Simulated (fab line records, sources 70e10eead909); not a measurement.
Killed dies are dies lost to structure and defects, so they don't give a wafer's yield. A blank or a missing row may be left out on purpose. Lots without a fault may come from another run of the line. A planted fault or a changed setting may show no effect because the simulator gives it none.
fab line records | flow nand_harc
record lots=21 wafers=63 last_day=24
route steps=1159 shown A_STAIRCASE@532
lots that met no fault: from a run of the same line without faults
start_h: hours from the record's first day to the start of the lot's first wafer shown | wait_h: hours since the lot's step before | " the same as in the row above | L1.1+2: a row that stands for several wafers | - no value, or no start given | * or withheld: withheld | < > ~ a bound
route shown NAME@n: a module of which the file shows steps, and the number in the route of the first | usual: mean/standard deviation of fault-free wafers | same: alike in all rows | chamber/n: place in a boat | sites: the reading at each site | _std_site: their standard deviation | _edge_site: outer sites' mean less inner sites' | radius_mm: how far each site lies from the wafer's centre | mask NAME#n: copy n | behind: the tool/chamber that last shaped the wafer | hold: why the lot was held/for how many hours/how that ended | device: the transistor (n, p or np) that didn't switch | end of line: the same wafers' tests at the end of the route | a step without rows: its recipe alone | killed: dies lost to structure and defects at the first sort, not the wafer's yield | map: a wafer's dies, x killed, . not, _ none there
set.NAME: the setting as run; set.NAME@STEP: as run at that earlier step | model.NAME: the simulator's own value behind a step, which no gauge read
steps of the route over a sample of lots; a table a step, a row a wafer
services: from which hour (start_h, from the record's first day; less than 0 if before it) a tool's chamber was out of use, for how many hours, and why
## steps
# step NHARC_A_STAIRCASE_ETCH_170
# recipe target_depth_a=2000 time_s=66.667 ion_energy_ev=250 c4f6_flow_sccm=25 o2_flow_sccm=20 ar_flow_sccm=500 rf_w=600 bias_w=500 chemistry=C4F6/O2
# usual chamber_pressure_mTorr=30.001/0.024 drypump_motor_current_A=5.7/0.54 oes_product_au=0.972/0.015 rf_fwd_power_W=594.8/2.2 rf_vpp_V=547/4 showerhead_plenum_p_Torr=3.91/0.19 throttle_valve_pct=26.903/0.0094
# columns lot.wafer tool chamber start_h wait_h chamber_pressure_mTorr drypump_motor_current_A oes_product_au rf_fwd_power_W rf_hours_counter_h rf_vpp_V showerhead_plenum_p_Torr throttle_valve_pct
L075.3 rie_diel-01 0 - - 29.983 6.4 0.980 596.1 35 541 3.68 26.901
L075.4 " 1 " " 29.969 5.7 0.957 598.8 36 549 3.98 26.892
L075.5 " 0 " " 29.988 6.4 0.966 599.5 - 542 3.68 26.906
L076.2 rie_diel-12 2 - - 29.998 4.9 0.973 598.9 11 541 3.68 26.893
L076.6 " 0 " " 30.000 5.5 0.967 594.5 - 553 4.22 26.888
L076.5 " 1 " " 30.000 5.2 0.970 592.8 - 551 4.11 26.911
L077.3 rie_diel-10 0 - - 29.968 5.6 0.978 589.2 30 545 3.83 26.908
L077.5 " 3 " " 29.977 5.0 0.960 593.4 - 547 3.87 26.908
L077.6 " 0 " " 30.021 5.6 0.984 592.9 - 546 3.83 26.915
L078.3 rie_diel-12 2 - - 29.966 4.8 0.974 597.9 15 542 3.68 26.902
L078.4 " 3 " " 29.980 5.4 0.964 594.0 17 551 4.22 26.906
L078.5 " 0 " " 30.023 5.6 0.982 599.0 - 553 4.22 26.901
L080.1 rie_diel-12 2 - - 29.965 4.9 0.959 595.5 15 542 3.68 26.903
L080.5 " 0 " " 29.966 5.6 0.960 594.9 - 551 4.21 26.911
L080.6 " 1 " " 29.999 5.2 0.961 593.6 - 551 4.11 26.913
L081.1 rie_diel-01 0 - - 30.009 6.4 0.996 595.0 46 541 3.67 26.897
L081.2 " 2 " " 30.007 6.6 0.967 593.8 46 548 3.92 26.902
L081.6 " 3 " " 29.987 6.3 0.987 594.7 - 551 4.10 26.906
L083.3 rie_diel-12 0 - - 29.991 5.6 0.970 599.7 30 553 4.21 26.899
L083.2 " 1 " " 29.953 5.2 0.981 592.3 29 552 4.10 26.902
L083.4 " 0 " " 30.015 5.6 0.975 597.2 - 553 4.21 26.886
L082.2 rie_diel-10 3 - - 29.989 5.0 0.939 592.5 29 546 3.87 26.917
L082.4 " 0 " " 29.985 5.6 0.942 595.8 43 545 3.82 26.909
L082.6 " 1 " " 29.991 5.9 0.954 593.4 - 542 3.71 26.920
L084.1 rie_diel-10 2 - - 30.002 5.3 0.964 595.8 43 543 3.72 26.899
L084.6 " 0 " " 29.971 5.6 0.987 593.5 - 544 3.82 26.912
L084.5 " 1 " " 29.975 5.9 0.982 597.8 - 543 3.71 26.913
L085.1 rie_diel-12 2 - - 30.004 4.9 0.988 596.3 33 541 3.67 26.897
L085.6 " 1 " " 29.990 5.2 0.992 593.3 - 551 4.10 26.911
L085.5 " 2 " " 29.979 4.9 0.992 597.0 - 541 3.67 26.890
L087.2 rie_diel-01 1 - - 30.032 5.7 0.959 595.6 55 549 3.97 26.892
L087.3 " 2 " " 30.010 6.7 0.970 591.9 55 548 3.92 26.900
L087.5 " 0 " " 30.014 6.4 0.959 592.0 - 541 3.67 26.893
L088.4 rie_diel-10 2 - - 30.002 5.3 0.934 596.1 51 543 3.72 26.909
L088.2 " 3 " " 30.011 5.0 0.969 593.8 42 546 3.86 26.882
L088.5 " 2 " " 30.043 5.3 0.949 597.7 - 543 3.72 26.900
L089.3 rie_diel-01 2 - - 29.969 6.7 0.991 593.5 0 548 3.91 26.898
L089.2 " 0 " " 29.987 6.4 0.966 592.7 0 540 3.66 26.911
L089.5 " 2 " " 30.036 6.7 0.991 593.5 - 547 3.91 26.914
L090.3 rie_diel-01 3 - - 30.016 6.2 0.976 592.7 3 550 4.09 26.914
L090.1 " 2 " " 30.030 6.6 0.976 594.0 2 546 3.91 26.893
L090.5 " 3 " " 30.007 6.2 0.979 593.3 - 551 4.09 26.902
L091.1 rie_diel-12 0 - - 29.960 5.6 0.996 595.7 46 553 4.20 26.901
L091.6 " 2 " " 29.955 4.9 0.984 596.3 - 542 3.66 26.912
L091.5 " 3 " " 29.991 5.3 0.981 594.0 - 552 4.20 26.906
L093.3 rie_diel-10 2 - - 29.996 5.3 0.976 595.0 58 543 3.71 26.913
L093.2 " 0 " " 30.012 5.6 0.988 593.8 59 545 3.81 26.918
L093.6 " 1 " " 29.996 5.8 0.969 595.9 - 543 3.70 26.908
L092.4 rie_diel-01 2 - - 29.981 6.6 0.989 589.7 5 547 3.91 26.920
L092.1 " 0 " " 30.032 6.4 0.980 592.3 7 541 3.66 26.897
L092.6 " 2 " " 29.989 6.6 0.981 594.3 - 547 3.91 26.914
L094.3 rie_diel-01 0 - - 30.029 6.4 0.976 591.7 13 540 3.66 26.899
L094.1 " 2 " " 30.059 6.7 0.971 596.2 10 546 3.91 26.907
L094.5 " 0 " " 29.975 6.4 0.968 592.2 - 542 3.66 26.909
L096.1 rie_diel-10 3 - - 30.029 5.0 0.982 593.6 54 546 3.85 26.909
L096.2 " 1 " " 30.016 5.8 0.973 594.6 65 541 3.70 26.910
L096.3 " 2 " " 29.985 5.3 0.980 596.6 63 542 3.71 26.901
L095.3 rie_diel-10 0 - - 30.006 5.6 0.937 592.5 64 545 3.81 26.918
L095.5 " 3 " " 30.016 5.0 0.940 594.3 - 545 3.85 26.900
L095.6 " 0 " " 30.023 5.6 0.947 594.6 - 545 3.81 26.897
L097.2 rie_diel-10 1 - - 30.012 5.9 0.974 597.2 7 543 3.69 26.895
L097.3 " 3 " " 29.976 5.0 0.960 595.5 5 547 3.85 26.896
L097.5 " 0 " " 30.047 5.6 0.974 595.6 - 545 3.81 26.893
# step NHARC_A_STAIRCASE_ETCH_188
# recipe target_depth_a=1000 time_s=40.5 ion_energy_ev=400 c4f8_flow_sccm=20 o2_flow_sccm=10 ar_flow_sccm=withheld rf_w=600 bias_w=1000 chemistry=C4F8/O2
# usual chamber_pressure_mTorr=25.000/0.023 oes_product_au=0.938/0.012 rf_fwd_power_W=592.2/2.7 rf_vpp_V=895/6.7
# columns lot.wafer tool chamber start_h wait_h chamber_pressure_mTorr oes_product_au rf_fwd_power_W rf_hours_counter_h rf_vpp_V
L075.3 rie_diel-01 2 - - 24.957 0.941 590.5 37 895
L075.4 " 3 " " 24.954 0.940 590.0 36 902
L075.5 " 1 " " 24.956 0.939 597.0 - 898
L076.2 rie_diel-01 3 - - 25.007 0.938 590.2 36 903
L076.5 " 0 " " 24.969 0.934 588.6 - 890
L076.6 " 1 " " 25.007 0.946 595.0 - 898
L077.3 rie_diel-12 1 - - 24.985 0.931 590.4 18 902
L077.6 " 1 " " 25.005 0.929 588.3 - 901
L077.5 " 2 " " 25.045 0.927 595.6 - 888
L080.1 rie_diel-12 0 - - 25.001 0.942 594.6 21 903
L080.5 " 0 " " 24.998 0.928 591.8 - 907
L080.6 " 1 " " 24.990 0.937 592.0 - 902
L078.3 rie_diel-10 1 - - 24.990 0.929 592.8 33 890
L078.5 " 0 " " 24.995 0.933 592.2 - 893
L078.4 " 2 " " 25.015 0.939 591.2 - 889
L081.1 rie_diel-10 3 - - 25.027 0.932 588.2 26 893
L081.2 " 0 " " 25.027 0.938 591.4 39 893
L081.6 " 3 " " 25.014 0.938 588.6 - 894
L083.4 rie_diel-01 0 - - 25.011 0.941 590.8 52 887
L083.2 " 1 " " 24.983 0.936 592.3 52 898
L083.3 " 2 " " 25.023 0.945 592.2 51 896
L082.4 rie_diel-12 2 - - 24.968 0.920 594.5 27 889
L082.2 " 3 " " 25.019 0.929 593.4 30 905
L082.6 " 2 " " 24.976 0.922 595.3 - 889
L084.1 rie_diel-10 3 - - 24.985 0.967 594.8 34 893
L084.6 " 3 " " 24.970 0.963 592.2 - 894
L084.5 " 0 " " 25.028 0.963 591.6 - 893
L085.1 rie_diel-10 2 - - 24.974 0.940 592.4 46 888
L085.6 " 0 " " 25.002 0.946 591.5 - 891
L085.5 " 1 " " 25.038 0.940 592.9 - 889
L087.3 rie_diel-12 0 - - 25.021 0.944 597.0 40 906
L087.2 " 2 " " 24.979 0.934 595.5 35 888
L087.5 " 0 " " 24.981 0.948 597.3 - 904
L088.4 rie_diel-10 2 - - 24.998 0.928 594.8 56 890
L088.2 " 0 " " 25.019 0.931 593.5 56 892
L088.5 " 2 " " 24.990 0.927 593.4 - 890
L089.3 rie_diel-12 2 - - 24.981 0.946 595.7 42 887
L089.2 " 1 " " 24.974 0.970 591.3 45 900
L089.5 " 3 " " 24.997 0.936 588.8 - 904
L090.3 rie_diel-10 3 - - 24.976 0.946 589.8 48 893
L090.1 " 0 " " 24.966 0.945 590.7 59 893
L090.5 " 3 " " 25.009 0.957 591.2 - 894
L091.1 rie_diel-12 1 - - 25.019 0.926 587.4 47 903
L091.5 " 0 " " 24.989 0.929 594.5 - 905
L091.6 " 1 " " 24.976 0.935 589.8 - 902
L092.4 rie_diel-01 1 - - 24.982 0.951 595.0 8 897
L092.1 " 3 " " 24.990 0.924 590.5 9 903
L092.6 " 0 " " 24.996 0.932 588.9 - 886
L093.3 rie_diel-10 0 - - 25.021 0.944 593.4 62 891
L093.2 " 1 " " 24.994 0.944 592.5 62 888
L093.6 " 3 " " 24.996 0.934 595.3 - 893
L095.3 rie_diel-12 1 - - 24.975 0.940 589.2 56 901
L095.6 " 3 " " 25.005 0.947 593.0 - 906
L095.5 " 0 " " 24.935 0.950 594.0 - 906
L094.1 rie_diel-01 0 - - 25.013 0.923 591.6 17 885
L094.3 " 1 " " 25.015 0.941 596.1 16 897
L094.5 " 0 " " 24.978 0.919 589.1 - 887
L096.2 rie_diel-12 2 - - 24.985 0.915 592.5 52 887
L096.1 " 0 " " 24.962 0.931 594.9 58 904
L096.3 " 1 " " 25.007 0.927 590.1 57 900
L097.2 rie_diel-01 1 - - 25.040 0.954 597.4 28 896
L097.3 " 2 " " 25.008 0.936 589.9 27 894
L097.5 " 1 " " 24.989 0.957 599.1 - 896
# step NHARC_A_STAIRCASE_TRIM_196
# recipe time_s=211.2 o2_flow_sccm=500 ar_flow_sccm=0 bias_w=0 chemistry=O2
# usual chamber_pressure_mTorr=60.00/0.057 drypump_motor_current_A=5.6/0.54 oes_product_au=1.000/0.007 rf_vpp_V=57.7/0.97 showerhead_plenum_p_Torr=3.52/0.18 throttle_valve_pct=17.038/0.0088
# columns lot.wafer tool chamber start_h wait_h chamber_pressure_mTorr drypump_motor_current_A oes_product_au rf_hours_counter_h rf_vpp_V showerhead_plenum_p_Torr throttle_valve_pct
L075.3 rie_diel-12 1 255.29 0.1 59.94 5.2 0.988 15 57.9 3.70 17.054
L075.4 " 3 " " 59.98 5.4 1.003 14 57.1 3.80 17.030
L075.5 " 0 " " 59.97 5.5 0.994 - 58.5 3.80 17.035
L076.2 rie_diel-01 2 255.89 0.1 60.00 6.7 1.001 38 56.6 3.53 17.034
L076.5 " 0 " " 60.03 6.4 0.987 - 57.4 3.30 17.024
L076.6 " 1 " " 59.95 5.7 0.993 - 57.5 3.58 17.035
L077.3 rie_diel-12 2 263.57 0.1 59.94 4.9 0.999 17 57.6 3.30 17.039
L077.6 " 1 " " 59.97 5.2 1.005 - 59.0 3.70 17.037
L077.5 " 2 " " 59.98 4.9 1.004 - 57.4 3.30 17.031
L080.1 rie_diel-10 0 267.51 0.2 60.00 5.6 0.998 35 57.6 3.44 17.035
L080.6 " 1 " " 59.94 5.9 1.004 - 56.2 3.33 17.031
L080.5 " 0 " " 60.01 5.6 1.010 - 58.4 3.44 17.052
L078.3 rie_diel-12 3 268.89 0.1 60.01 5.4 1.008 21 59.7 3.80 17.025
L078.4 " 2 " " 60.03 4.8 0.996 20 57.0 3.30 17.038
L078.5 " 3 " " 59.91 5.4 1.010 - 57.4 3.80 17.032
L081.2 rie_diel-10 1 279.84 0.1 60.04 5.9 0.999 37 55.2 3.33 17.041
L081.1 " 2 " " 59.94 5.3 0.996 36 57.6 3.35 17.026
L081.6 " 3 " " 59.92 5.0 0.992 - 57.4 3.48 17.037
L083.3 rie_diel-10 2 294.00 0.1 59.99 5.3 0.990 41 58.2 3.34 17.029
L083.2 " 3 " " 60.08 5.0 0.983 32 58.5 3.48 17.048
L083.4 " 1 " " 60.04 5.9 1.002 - 57.1 3.33 17.043
L082.2 rie_diel-01 1 294.10 0.1 60.08 5.7 1.001 53 57.4 3.57 17.037
L082.4 " 3 " " 60.03 6.3 1.002 52 58.8 3.69 17.031
L082.6 " 0 " " 59.90 6.4 1.003 - 57.3 3.29 17.031
L084.1 rie_diel-10 2 305.87 0.1 59.99 5.3 1.000 43 57.3 3.34 17.033
L084.5 " 2 " " 60.05 5.3 0.998 - 59.3 3.34 17.047
L084.6 " 3 " " 59.96 5.0 1.009 - 57.4 3.47 17.040
L085.1 rie_diel-10 1 315.99 0.1 60.04 5.9 0.995 50 57.8 3.33 17.032
L085.5 " 0 " " 59.94 5.6 0.993 - 58.5 3.43 17.043
L085.6 " 1 " " 59.99 5.8 0.997 - 56.4 3.33 17.044
L087.2 rie_diel-10 3 316.23 0.1 60.01 5.0 1.006 39 57.6 3.47 17.043
L087.3 " 2 " " 60.02 5.3 0.998 47 58.9 3.34 17.043
L087.5 " 3 " " 59.96 5.0 1.000 - 59.6 3.47 17.028
L089.2 rie_diel-12 3 333.17 0.1 60.09 5.4 0.996 46 58.9 3.78 17.029
L089.3 " 1 " " 60.01 5.2 1.006 46 59.7 3.68 17.048
L089.5 " 0 " " 59.93 5.6 0.996 - 58.4 3.78 17.038
L088.4 rie_diel-10 3 334.10 0.1 59.99 5.0 1.010 47 57.0 3.47 17.047
L088.2 " 0 " " 59.90 5.6 0.993 58 57.4 3.43 17.043
L088.5 " 3 " " 59.85 5.0 1.005 - 56.4 3.47 17.023
L090.1 rie_diel-01 1 337.49 0.1 59.90 5.7 1.008 6 58.1 3.56 17.036
L090.3 " 3 " " 60.01 6.2 1.004 7 58.0 3.68 17.046
L090.5 " 1 " " 59.89 5.7 1.013 - 57.2 3.56 17.065
L091.1 rie_diel-12 0 337.87 0.1 60.03 5.6 1.010 50 57.9 3.78 17.032
L091.6 " 0 " " 60.04 5.5 0.995 - 57.4 3.78 17.052
L091.5 " 1 " " 59.94 5.2 0.998 - 58.5 3.68 17.028
L093.2 rie_diel-10 2 343.05 0.1 59.99 5.3 0.992 61 57.5 3.33 17.046
L093.3 " 1 " " 59.91 5.9 1.006 63 56.6 3.32 17.050
L093.6 " 3 " " 60.02 5.0 0.998 - 58.7 3.47 17.031
L092.1 rie_diel-01 2 343.07 0.1 59.99 6.7 0.991 8 57.0 3.51 17.030
L092.4 " 3 " " 60.03 6.3 0.996 9 58.2 3.68 17.038
L092.6 " 2 " " 60.01 6.7 0.985 - 56.8 3.51 17.042
L095.3 rie_diel-01 2 359.30 0.1 59.93 6.6 1.002 16 58.4 3.51 17.031
L095.6 " 1 " " 60.05 5.7 1.004 - 57.4 3.56 17.034
L095.5 " 2 " " 59.85 6.7 0.992 - 56.6 3.51 17.044
L094.1 rie_diel-12 1 360.33 0.1 60.02 5.2 1.001 57 56.4 3.68 17.044
L094.3 " 2 " " 59.90 4.8 0.990 53 57.2 3.28 17.057
L094.5 " 1 " " 60.04 5.2 1.005 - 59.1 3.68 17.040
L096.1 rie_diel-01 1 360.37 0.1 60.03 5.7 1.013 17 57.5 3.56 17.032
L096.2 " 3 " " 60.00 6.3 1.001 18 58.0 3.67 17.033
L096.3 " 0 " " 59.93 6.3 1.001 18 56.3 3.28 17.027
L097.2 rie_diel-01 0 387.53 0.1 60.05 6.4 0.998 30 57.6 3.27 17.028
L097.3 " 1 " " 59.96 5.7 1.007 29 58.0 3.55 17.057
L097.5 " 0 " " 59.96 6.4 1.001 - 57.2 3.27 17.045
# step NHARC_A_STAIRCASE_STRIP_205
# recipe power_w=1500 temp_c=250 chemistry=O2
# usual drypump_motor_current_A=5.8/0.45 heater_power_w=355/31
# columns lot.wafer tool chamber start_h wait_h drypump_motor_current_A heater_power_w rf_hours_counter_h
L075.4 plasma_asher-02 1 256.49 0.2 5.2 321 -
L075.3 " 0 " " 5.7 332 -
L075.5 " 1 " " 5.2 325 -
L076.2 plasma_asher-01 1 256.96 0.1 5.8 369 50
L076.5 " 0 " " 6.5 398 -
L076.6 " 1 " " 5.7 379 -
L077.3 plasma_asher-02 0 264.81 0.2 5.7 333 -
L077.6 " 1 " " 5.2 321 -
L077.5 " 0 " " 5.7 331 -
L080.1 plasma_asher-01 0 269.63 0.1 6.5 407 54
L080.6 " 0 " " 6.5 393 -
L080.5 " 1 " " 5.8 374 -
L078.4 plasma_asher-02 1 270.12 0.2 5.2 308 -
L078.3 " 0 " " 5.7 345 -
L078.5 " 1 " " 5.2 317 -
L081.2 plasma_asher-02 1 282.25 0.1 5.2 315 32
L081.1 " 0 " " 5.7 341 32
L081.6 " 1 " " 5.2 317 -
L083.2 plasma_asher-02 1 295.26 0.1 5.2 324 37
L083.4 " 0 " " 5.7 339 -
L083.3 " 1 " " 5.2 330 -
L082.2 plasma_asher-01 1 295.58 0.1 5.8 362 3
L082.4 " 1 " " 5.8 360 -
L082.6 " 1 " " 5.8 361 -
L084.1 plasma_asher-02 0 306.98 0.1 5.7 343 40
L084.6 " 1 " " 5.2 321 -
L084.5 " 0 " " 5.7 333 -
L085.1 plasma_asher-01 1 317.58 0.4 5.8 354 9
L085.5 " 1 " " 5.8 352 -
L085.6 " 0 " " 6.5 383 -
L087.2 plasma_asher-01 0 317.86 0.5 6.5 385 9
L087.3 " 0 " " 6.5 395 -
L087.5 " 1 " " 5.8 358 -
L089.2 plasma_asher-02 0 335.05 0.1 5.7 329 51
L089.3 " 1 " " 5.2 325 -
L089.5 " 0 " " 5.7 341 -
L088.2 plasma_asher-01 0 335.59 0.4 6.5 399 16
L088.4 " 1 " " 5.8 362 -
L088.5 " 1 " " 5.8 362 -
L090.1 plasma_asher-01 1 338.95 0.1 5.7 359 17
L090.3 " 1 " " 5.8 368 -
L090.5 " 1 " " 5.8 358 -
L091.1 plasma_asher-01 1 339.28 0.1 5.8 358 17
L091.5 " 0 " " 6.5 403 -
L091.6 " 1 " " 5.8 356 -
L093.2 plasma_asher-02 0 344.11 0.1 5.7 343 54
L093.3 " 1 " " 5.3 320 -
L093.6 " 1 " " 5.2 325 -
L092.1 plasma_asher-02 0 344.44 0.2 5.7 343 54
L092.4 " 1 " " 5.2 327 -
L092.6 " 0 " " 5.7 341 -
L095.3 plasma_asher-01 0 360.94 0.2 6.5 394 -
L095.5 " 0 " " 6.5 410 -
L095.6 " 1 " " 5.8 351 -
L094.1 plasma_asher-01 1 361.62 0.2 5.8 360 23
L094.3 " 0 " " 6.5 402 -
L094.5 " 0 " " 6.5 403 -
L096.1 plasma_asher-01 1 361.91 0.2 5.8 362 23
L096.2 " 0 " " 6.5 399 23
L096.3 " 0 " " 6.4 396 -
L097.2 plasma_asher-02 0 388.98 0.1 5.8 349 8
L097.3 " 0 " " 5.7 341 -
L097.5 " 1 " " 5.2 298 -
# step NHARC_A_STAIRCASE_ETCH_221
# recipe target_depth_a=1000 time_s=40.5 ion_energy_ev=400 c4f8_flow_sccm=20 o2_flow_sccm=10 ar_flow_sccm=withheld rf_w=600 bias_w=1000 chemistry=C4F8/O2
# usual chamber_pressure_mTorr=25.001/0.025 oes_product_au=0.943/0.013 rf_fwd_power_W=592.2/2.7 rf_vpp_V=894/6.3
# columns lot.wafer tool chamber start_h wait_h chamber_pressure_mTorr oes_product_au rf_fwd_power_W rf_hours_counter_h rf_vpp_V
L075.3 rie_diel-01 3 - - 25.041 0.957 589.7 37 900
L075.4 " 1 " " 24.982 0.947 596.0 40 898
L075.5 " 0 " " 24.977 0.943 590.7 - 888
L076.2 rie_diel-10 1 - - 24.991 0.952 592.8 28 888
L076.5 " 0 " " 24.970 0.957 587.6 - 891
L076.6 " 1 " " 24.945 0.949 596.0 - 890
L077.3 rie_diel-12 0 - - 24.974 0.923 597.4 21 904
L077.6 " 2 " " 24.996 0.926 598.1 - 888
L077.5 " 3 " " 25.022 0.927 591.8 - 905
L080.1 rie_diel-10 2 - - 24.987 0.954 591.2 34 890
L080.6 " 3 " " 24.963 0.957 593.8 - 894
L080.5 " 0 " " 25.026 0.955 591.0 - 894
L078.4 rie_diel-12 2 - - 24.960 0.926 592.0 22 888
L078.3 " 1 " " 25.017 0.948 590.5 23 903
L078.5 " 2 " " 24.992 0.941 594.9 - 887
L081.1 rie_diel-10 1 - - 25.033 0.930 593.2 39 889
L081.2 " 0 " " 24.976 0.928 589.4 42 893
L081.6 " 2 " " 24.986 0.916 590.2 - 889
L083.2 rie_diel-12 0 - - 25.045 0.952 598.1 33 906
L083.3 " 1 " " 24.988 0.950 586.3 33 903
L083.4 " 3 " " 25.044 0.952 591.3 31 905
L082.4 rie_diel-10 0 - - 25.063 0.941 592.5 44 893
L082.2 " 1 " " 24.968 0.956 593.6 44 887
L082.6 " 2 " " 24.985 0.943 594.2 - 890
L084.1 rie_diel-12 1 - - 24.983 0.969 591.5 37 902
L084.5 " 0 " " 24.995 0.951 594.5 - 906
L084.6 " 1 " " 24.993 0.962 590.4 - 903
L085.1 rie_diel-12 3 - - 25.014 0.929 589.8 39 905
L085.5 " 1 " " 25.004 0.938 588.8 - 902
L085.6 " 2 " " 25.019 0.934 590.2 - 888
L087.3 rie_diel-12 2 - - 25.001 0.929 594.1 36 887
L087.2 " 3 " " 25.015 0.948 591.5 39 905
L087.5 " 2 " " 25.003 0.937 592.8 - 888
L089.3 rie_diel-01 0 - - 24.975 0.942 592.4 7 888
L089.2 " 1 " " 24.998 0.964 595.5 5 898
L089.5 " 0 " " 24.997 0.941 590.8 - 887
L088.4 rie_diel-10 3 - - 24.981 0.931 591.0 49 894
L088.2 " 2 " " 25.026 0.944 591.4 58 890
L088.5 " 3 " " 24.991 0.936 595.1 - 894
L090.1 rie_diel-10 0 - - 24.971 0.956 588.6 61 892
L090.3 " 1 " " 24.979 0.955 595.1 62 888
L090.5 " 3 " " 25.004 0.938 593.0 - 894
L091.1 rie_diel-01 3 - - 24.977 0.963 590.2 8 901
L091.6 " 2 " " 25.000 0.952 592.4 - 896
L091.5 " 3 " " 25.023 0.962 590.5 - 900
L093.3 rie_diel-10 0 - - 24.996 0.948 591.6 63 893
L093.2 " 2 " " 24.996 0.938 595.2 62 891
L093.6 " 0 " " 25.009 0.952 591.6 - 893
L092.1 rie_diel-10 0 - - 25.037 0.936 586.8 63 892
L092.4 " 1 " " 25.028 0.932 593.2 64 887
L092.6 " 2 " " 24.991 0.927 590.7 - 889
L095.3 rie_diel-01 1 - - 24.997 0.933 593.6 18 897
L095.5 " 2 " " 25.006 0.920 590.8 - 896
L095.6 " 3 " " 25.036 0.915 592.0 - 901
L094.3 rie_diel-12 2 - - 25.003 0.946 594.3 54 887
L094.1 " 3 " " 25.003 0.947 591.8 57 903
L094.5 " 1 " " 24.983 0.946 587.0 - 901
L096.2 rie_diel-10 2 - - 24.970 0.959 593.3 0 887
L096.1 " 3 " " 24.973 0.947 591.5 0 895
L096.3 " 1 " " 25.003 0.939 594.4 0 888
L097.3 rie_diel-10 3 - - 25.008 0.922 592.2 9 893
L097.2 " 0 " " 25.002 0.933 589.1 9 892
L097.5 " 1 " " 25.025 0.926 598.5 - 887
# step NHARC_A_STAIRCASE_ETCH_227
# recipe target_depth_a=1000 time_s=40.5 ion_energy_ev=400 c4f8_flow_sccm=20 o2_flow_sccm=10 ar_flow_sccm=withheld rf_w=600 bias_w=1000 chemistry=C4F8/O2
# usual chamber_pressure_mTorr=25.001/0.021 oes_product_au=0.944/0.0088 rf_fwd_power_W=592.0/2.5 rf_vpp_V=894/6.4
# columns lot.wafer tool chamber start_h wait_h chamber_pressure_mTorr oes_product_au rf_fwd_power_W rf_hours_counter_h rf_vpp_V
L075.3 rie_diel-01 0 - - 24.995 0.946 591.8 38 886
L075.4 " 1 " " 24.996 0.948 596.2 40 898
L075.5 " 3 " " 25.020 0.961 591.4 - 902
L076.2 rie_diel-10 1 - - 25.007 0.944 593.5 28 888
L076.5 " 0 " " 24.995 0.946 590.3 - 893
L076.6 " 2 " " 25.042 0.937 593.7 - 888
L077.3 rie_diel-12 0 - - 25.028 0.927 593.8 22 906
L077.6 " 3 " " 25.021 0.946 589.9 - 904
L077.5 " 0 " " 25.048 0.938 594.2 - 906
L080.1 rie_diel-10 3 - - 25.005 0.938 590.2 25 894
L080.6 " 2 " " 25.011 0.927 594.3 - 890
L080.5 " 3 " " 24.996 0.938 589.2 - 894
L078.3 rie_diel-12 0 - - 24.995 0.928 595.6 25 906
L078.4 " 1 " " 24.991 0.949 585.8 24 902
L078.5 " 1 " " 24.967 0.938 585.8 - 903
L081.2 rie_diel-10 2 - - 25.031 0.936 590.5 38 889
L081.1 " 3 " " 24.993 0.938 589.0 29 895
L081.6 " 3 " " 25.028 0.949 593.3 - 895
L083.2 rie_diel-12 1 - - 25.009 0.958 590.4 34 902
L083.4 " 2 " " 25.012 0.940 594.4 30 887
L083.3 " 0 " " 24.986 0.958 594.4 34 905
L082.4 rie_diel-10 3 - - 25.011 0.946 593.3 34 893
L082.2 " 0 " " 24.975 0.938 590.7 44 892
L082.6 " 2 " " 25.015 0.948 589.7 - 889
L084.1 rie_diel-12 0 - - 25.024 0.930 593.7 39 905
L084.6 " 0 " " 25.032 0.933 595.2 - 905
L084.5 " 1 " " 25.022 0.941 591.0 - 902
L085.1 rie_diel-12 3 - - 25.009 0.946 594.3 40 906
L085.5 " 1 " " 24.993 0.957 590.7 - 902
L085.6 " 2 " " 24.980 0.930 593.9 - 888
L087.3 rie_diel-12 2 - - 25.034 0.951 595.7 37 887
L087.2 " 0 " " 24.994 0.940 591.8 42 906
L087.5 " 2 " " 24.993 0.958 593.1 - 889
L089.2 rie_diel-01 1 - - 25.013 0.956 596.1 6 897
L089.3 " 0 " " 24.996 0.949 590.1 7 887
L089.5 " 1 " " 25.008 0.967 593.8 - 896
L088.4 rie_diel-10 3 - - 25.008 0.939 590.8 49 894
L088.2 " 0 " " 25.003 0.946 591.0 60 891
L088.5 " 0 " " 24.973 0.940 592.8 - 891
L090.3 rie_diel-10 0 - - 24.978 0.948 591.4 61 891
L090.1 " 2 " " 25.007 0.937 591.6 60 889
L090.5 " 0 " " 24.984 0.939 588.3 - 892
L091.1 rie_diel-01 1 - - 24.991 0.945 597.3 8 897
L091.6 " 3 " " 24.962 0.934 591.0 - 901
L091.5 " 0 " " 25.002 0.923 591.5 - 887
L093.2 rie_diel-10 1 - - 25.007 0.936 593.4 64 888
L093.3 " 2 " " 24.999 0.935 589.6 62 889
L093.6 " 0 " " 25.007 0.938 593.3 - 892
L092.1 rie_diel-10 3 - - 25.020 0.934 593.6 53 894
L092.4 " 0 " " 24.984 0.952 590.5 64 893
L092.6 " 1 " " 24.997 0.949 592.5 - 888
L095.3 rie_diel-01 3 - - 25.001 0.945 587.4 19 902
L095.5 " 3 " " 24.950 0.955 589.3 - 900
L095.6 " 0 " " 24.969 0.946 591.1 - 885
L094.1 rie_diel-12 2 - - 25.011 0.945 590.3 54 887
L094.3 " 3 " " 24.989 0.936 590.7 57 904
L094.5 " 2 " " 25.037 0.934 596.8 - 886
L096.3 rie_diel-10 3 - - 25.031 0.929 594.1 0 893
L096.1 " 0 " " 24.985 0.952 588.7 0 893
L096.2 " 2 " " 25.024 0.951 591.2 0 888
L097.2 rie_diel-10 0 - - 25.017 0.948 589.8 9 891
L097.3 " 1 " " 24.997 0.935 592.4 12 888
L097.5 " 2 " " 24.972 0.935 594.9 - 889
## services
# columns tool chamber start_h hours kind
rie_diel-10 0 235.21 - clean
rie_diel-10 1 235.21 - clean
rie_diel-10 2 235.21 - clean
rie_diel-10 3 235.21 - clean
plasma_asher-02 - 242.83 1.2 repair
rie_diel-10 0 259.71 - clean
rie_diel-10 1 259.71 - clean
rie_diel-10 2 259.71 - clean
rie_diel-10 3 259.71 - clean
plasma_asher-01 - 276.00 9.0 pm
rie_diel-10 0 284.21 - clean
rie_diel-10 1 284.21 - clean
rie_diel-10 2 284.21 - clean
rie_diel-10 3 284.21 - clean
rie_diel-12 2 285.43 4.8 repair
plasma_asher-01 - 289.04 3.3 repair
rie_diel-01 - 314.99 9.0 pm
rie_diel-12 3 334.04 1.7 repair
rie_diel-10 - 354.21 9.0 pm
plasma_asher-01 - 355.74 1.9 repair
plasma_asher-02 - 360.00 9.0 pm
rie_diel-10 0 368.20 1.4 repair
rie_diel-01 - 370.63 0.4 repair
rie_diel-12 - 379.62 9.0 pm
## key
fault none
